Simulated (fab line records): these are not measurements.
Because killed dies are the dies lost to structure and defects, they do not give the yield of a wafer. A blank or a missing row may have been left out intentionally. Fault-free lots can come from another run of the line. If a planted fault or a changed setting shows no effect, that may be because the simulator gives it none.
Problem report, 8D (eight disciplines) form, completed by code + flow nand_harc + the parts of the form that need people (team, actions taken, sign-off) are left out

1. WHAT WENT WRONG
At NHARC_END_SORT_01, killed_at_array averages 672 over 3 wafers from 2 lots, while fault-free wafers read 29, standard deviation 8.4. That puts it +77 standard deviations away from the usual mean.
Earliest sighting: wafer L446.5 on prober-02 at day 22 18:04. Wafers with a number at this step in the record: 6, from 2 lots. Rule for "out" (also "out of limits"): further than 4 standard deviations from the usual mean. All remaining wafers that have a number are taken as sound.

2. WHAT THIS IS AND IS NOT
| question                    | is                           | is not                                                          |
|-----------------------------|------------------------------|-----------------------------------------------------------------|
| which readings at this step | killed_at_array, killed_dies | killed_at_other, killed_at_periphery, killed_open, killed_short |
| which lots                  | L446, L448                   | -                                                               |
| which wafers of those lots  | L446.5, L446.6, L448.5       | L446.1, L448.1, L448.3                                          |
| read on which gauges        | prober-01, prober-02         | -                                                               |
| when                        | from day 22 18:04            | up to then (3 sound wafers)                                     |

3. SUSPECTS, AND WHAT RULES EACH OUT
Counting: a tool at a process step up to the reading stays a suspect if it ran every lot that is out. Sound lots after the first of them don't rule it out here, since some wafers of a struck lot are sound.
- the gauge at NHARC_END_SORT_01 is ruled out. 2 gauges (prober-01, prober-02) read the wafers that are out.
- rie_diel-12 at NHARC_A_STAIRCASE_ETCH_27 (etches the open film in C4F8/O2, target depth 100 nm, time 40.5 s): kept. It ran every lot that is out, first L446 (day 13 11:22). NHARC_A_STAIRCASE_ETCH_27: start missing for some lots; hours and lot order therefore follow NHARC_A_STAIRCASE_TRIM_189.
- rie_diel-08 at NHARC_A_STAIRCASE_TRIM_189 (chemistry O2, time 211.2 s): kept. It ran every lot that is out, first L446 (day 13 11:22). Its own oes_product_au readings are out on those wafers.
What counting leaves: rie_diel-12 at NHARC_A_STAIRCASE_ETCH_27 and rie_diel-08 at NHARC_A_STAIRCASE_TRIM_189.

4. THE CAUSE (what the simulator had put in)
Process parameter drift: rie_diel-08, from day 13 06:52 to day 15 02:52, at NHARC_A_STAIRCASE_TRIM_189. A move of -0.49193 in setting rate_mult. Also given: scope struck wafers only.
After counting, 2 suspects remain, this tool included.

5. THE CHAIN OF EFFECTS, in route order
Each row: a reading whose mean over the struck wafers that have a number lies more than 3 standard deviations from the usual. Readings are gone through only where the record gives a usual standard deviation; hours: the median, over the lots, of the time from a lot's start at the first step in this table giving one to that lot's start at this step; sigmas: the change measured in usual standard deviations.
| hours | step                       | reading         | usual      | on struck wafers | change | sigmas |
|-------|----------------------------|-----------------|------------|------------------|--------|--------|
| 0     | NHARC_A_STAIRCASE_TRIM_189 | oes_product_au  | 0.995 a.u. | 0.693            | -0.302 | -27    |
| 214   | NHARC_END_SORT_01          | killed_at_array | 29         | 672              | +643   | +77    |
| 214   | NHARC_END_SORT_01          | killed_dies     | 33         | 677              | +644   | +72    |
Process steps it contains:
- NHARC_A_STAIRCASE_TRIM_189: chemistry O2, time 211.2 s.

6. WHAT WOULD HAVE CAUGHT IT SOONER
227 hours passed between the start of the fault at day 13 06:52 and the first reading out of limits at a measuring or inspecting step in this record, taken at day 22 18:04.
At NHARC_A_STAIRCASE_TRIM_189, the tool's own readings (oes_product_au) were out on each struck wafer the step has a row for, so an alarm limit on them would have fired on the first such wafer.
Each of the lots that are out, 2 in all, had begun NHARC_A_STAIRCASE_TRIM_189 on rie_diel-08 no later than day 22 18:04. None of them would have been spared by holding the tool at that moment.
